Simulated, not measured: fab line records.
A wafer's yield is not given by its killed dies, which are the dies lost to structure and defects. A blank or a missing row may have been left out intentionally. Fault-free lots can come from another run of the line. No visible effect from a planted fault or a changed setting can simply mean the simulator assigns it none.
The tool behind it: which one? ; flow nandHarc ; 12 lots, 36 wafers sampled, at 2 steps of a route of 1302

WHAT THE GAUGES READ, wafer by wafer
NHARC_A_M0_THK_MEAS_24: measures by xrf.
lot;measured;on;thkNm (nm)
L076;day 23 16:41;filmMetro-02;114.7 111.4 115.0
L078;day 23 23:40;filmMetro-02;112.9 113.6 113.3
L079;day 24 06:41;filmMetro-01;113.7 112.8 112.9
L082;day 26 03:11;filmMetro-02;114.2 117.0 115.0
L085;day 27 13:19;filmMetro-02;114.4 114.7 115.3
L083;day 27 20:34;filmMetro-01;111.1 113.3 113.7
L087;day 28 04:44;filmMetro-02;114.7 117.5 114.5
L089;day 28 17:16;filmMetro-02;114.3 116.0 114.9
L092;day 30 04:53;filmMetro-01;114.5 112.1 114.9
L093;day 31 03:03;filmMetro-01;114.3 111.0 112.1
L095;day 31 08:14;filmMetro-02;112.0 115.2 111.2
L097;day 32 10:38;filmMetro-02;116.1 117.8 115.7

TOOL THAT RAN EACH LOT (tool first, then ch and the chambers of the sampled wafers, then the start)
lot;NHARC_A_M0_PVD_21
L076;pvdSputter-03, day 23 16:41 or earlier
L078;pvdSputter-03, day 23 23:40 or earlier
L079;pvdSputter-03, day 24 06:41 or earlier
L082;pvdSputter-02, day 26 03:11 or earlier
L085;pvdSputter-01, day 27 13:19 or earlier
L083;pvdSputter-01, day 27 20:34 or earlier
L087;pvdSputter-01, day 28 04:44 or earlier
L089;pvdSputter-01, day 28 17:16 or earlier
L092;pvdSputter-03, day 30 04:53 or earlier
L093;pvdSputter-03, day 31 03:03 or earlier
L095;pvdSputter-02, day 31 08:14 or earlier
L097;pvdSputter-03, day 32 10:38 or earlier
- NHARC_A_M0_PVD_21: deposits Cu, target thk 30 nm, time 20.49 s.

THE ANSWER, worked out from the rows above alone
Rule: usual is defined by the lots themselves. Put in order of their means at a reading, lots are off if they are a third of the lots or fewer, leave a main group of 4 or more, and stand apart from it by a gap of 3 or more times the standard deviation of the main group's means; of several such gaps the widest counts. If all means in a main group match to the digits the tables above print for the reading, that group is not used. Also off: a lot with no number at a reading for which 4 or more lots have one. Any other lot the step has rows for is counted as sound.
Across all readings shown, no lot is off: no conclusion can be drawn from this.

WHAT THE SIMULATOR HAD INSERTED
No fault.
